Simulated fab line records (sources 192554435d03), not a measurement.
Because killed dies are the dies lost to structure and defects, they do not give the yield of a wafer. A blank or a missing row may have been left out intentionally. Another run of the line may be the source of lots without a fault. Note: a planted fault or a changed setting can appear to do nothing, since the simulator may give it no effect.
A lot that was struck, set against a sound lot    flow n5_finfet    38 steps out of a route of 1938
Sound: the wafers L229.1, L229.5, L229.6. Struck: wafer L218.6. (L218.3, L218.5 of the same lot were not struck and are left out.) The cause comes at the end.
Order at every step that has rows: each side's tool, ch and its chambers, its first start. Under that, the readings that differ: sound wafers    struck wafers    difference of the means    sigmas: that difference in standard deviations of wafers without a fault.
alike: same words and numbers on both sides, and readings whose means sit less than 2 such deviations apart. not compared: any withheld reading, any reading some wafer has no value for, any bound like >300 that may hide the same value, and any number with overlapping values for which the record gives no deviation.
Wherever a step has rows on one side only, a row that says differs or no value, or a row with sigmas, the two part there. When numbers do not overlap yet have no deviation, they are printed without sigmas and do not part them. Lack of a reading on every wafer of one side parts them only where that side has two or more wafers.

first, 11 steps without rows for these wafers: N5_BEOL_M2_SPUTTER_92 (material Cu, target thk 4.5 nm, time 8.29 s); N5_BEOL_M2_ANNEAL_93 (time 240 s); N5_BEOL_M2_SPUTTER_94 (material Cu, target thk 4.5 nm, time 8.29 s); N5_BEOL_M2_ANNEAL_95 (time 240 s); N5_BEOL_M2_SPUTTER_96 (material Cu, target thk 4.5 nm, time 8.29 s); N5_BEOL_M2_ECD_50 (material Cu, target thk 300 nm); N5_BEOL_M2_ANNEAL_51 (time 90 s); N5_BEOL_M2_CMP_52 (polishes, stops on SiOC, t overpolish 6.8 s, target thk 40 nm); N5_BEOL_M2_PRE_CLEAN_60 (time 15 s); N5_BEOL_M2_CO_CAP_55 (material Co, precursor CCTBA/H2, target thk 2 nm, time 102.1 s); N5_BEOL_M2_PRE_CLEAN_56 (time 15 s).
N5_BEOL_M2_DEP_57: deposits SiCN from 3MS/NH3, target thk 8 nm, time 14 s.
  sound on pecvd-04 ch 0,1,2, day 11 22:35; struck on pecvd-04 ch 1, day 9 04:31
reading                                   sound      struck  difference  sigmas
model.SiCN_of_BEOL_M2_DEP_57.thk_nm (nm)  8 8.2 8.2  3.2     -4.9        
  alike: showerhead_plenum_p_Torr, throttle_valve_pct
then, 22 steps without rows for these wafers: N5_BEOL_M3_ILD_DEP_00 (deposits SiOC from DEMS/O2, target thk 79 nm, time 15.3 s); N5_BEOL_M3_PECVD_72 (deposits SiO2 from TEOS/O2, target thk 16 nm, time 18 s); N5_BEOL_M3_HM_DEP_02 (deposits TiN, target thk 20 nm); N5_BEOL_M3_COAT_61 (time 60 s, resist thk 60 nm); N5_BEOL_M3_COAT_62 (time 60 s, resist thk 12 nm); N5_BEOL_M3_COAT_73 (time 60 s, resist thk 5 nm); N5_BEOL_M3_COAT_05 (resist thk 30 nm); N5_BEOL_M3_EBR_07; N5_BEOL_M3_SOFTBAKE_06 (time 60 s); N5_BEOL_M3_EXPOSE_08 (exposes mask M3); N5_BEOL_M3_PEB_09 (peb time 60 s); N5_BEOL_M3_DEVELOP_10 (develop time 30 s); N5_BEOL_M3_DESCUM_16 (chemistry O2, time 7 s); N5_BEOL_M3_ETCH_74 (etches underlayer in N2/H2, target depth 6.5 nm, time 5.2 s); N5_BEOL_M3_ETCH_63 (etches SiARC in CF4, target depth 15.6 nm, time 26 s); N5_BEOL_M3_ETCH_64 (etches SOC in N2/H2, target depth 75 nm, overetch 15 nm, time 112.5 s); N5_BEOL_M3_STRIP_65 (strips in N2/H2); N5_BEOL_M3_STRIP_75 (strips in N2/H2); N5_BEOL_M3_STRIP_66 (strips in CF4); N5_BEOL_M3_HM_OPEN_17 (chemistry Cl2/BCl3, target TiN, target depth 20 nm, overetch 6 nm); N5_BEOL_M3_STRIP_19 (strips in O2); N5_BEOL_M3_COAT_67 (time 60 s, resist thk 60 nm).
N5_BEOL_M3_CMP_52: polishes, stops on SiOC, t overpolish 6.8 s, target thk 40 nm.
  sound on cmp-02 ch 0,1, day 12 10:48; struck on cmp-04 ch 0, day 9 10:03
reading                                 sound         struck  difference  sigmas
model.Cu_of_BEOL_M3_ECD_50.thk_nm (nm)  38 41.2 40.4  34.4    -5.5        
  alike: barrier_field_endpoint_s, clearing_platen_down_force_psi, motor_current_A, overpolish_run_s, time_to_endpoint_s
N5_BEOL_M3_THK_MEAS_53: measures by xrf.
  sound: film_metro-01 at day 12 11:05; struck: film_metro-02 at day 9 10:21
reading      sound           struck  difference  sigmas
M3_THK (nm)  37.6 40.7 39.9  34.1    -5.3        -4
N5_BEOL_M3_RS_MEAS_58: the measuring method here is four-point-probe.
  sound: film_metro-01 at day 12 11:21; struck: film_metro-01 at day 9 10:37
reading         sound              struck  difference  sigmas
M3_RS (ohm/sq)  0.713 0.644 0.659  0.812   +0.140      +5
N5_BEOL_M4_RC_MEAS_101:
  sound on prober-01 ch 0, day 12 23:08; struck on prober-02 ch 0, day 9 19:34
reading                    sound        struck  difference  sigmas
SERP_M3 (ohm/um)           218 190 204  239     +35         +3
SERP_M3_max_site (ohm/um)  229 202 222  255     +37         +3
  alike: DIBL_N, DIBL_P, IOFF_N, IOFF_P, ION_N, ION_P, SS_N, SS_P, VT_N, VT_P

WHERE THEY PART
At N5_BEOL_M3_THK_MEAS_53 first; at N5_BEOL_M4_RC_MEAS_101 last (within this record only).

WHY: what had been put in by the simulator
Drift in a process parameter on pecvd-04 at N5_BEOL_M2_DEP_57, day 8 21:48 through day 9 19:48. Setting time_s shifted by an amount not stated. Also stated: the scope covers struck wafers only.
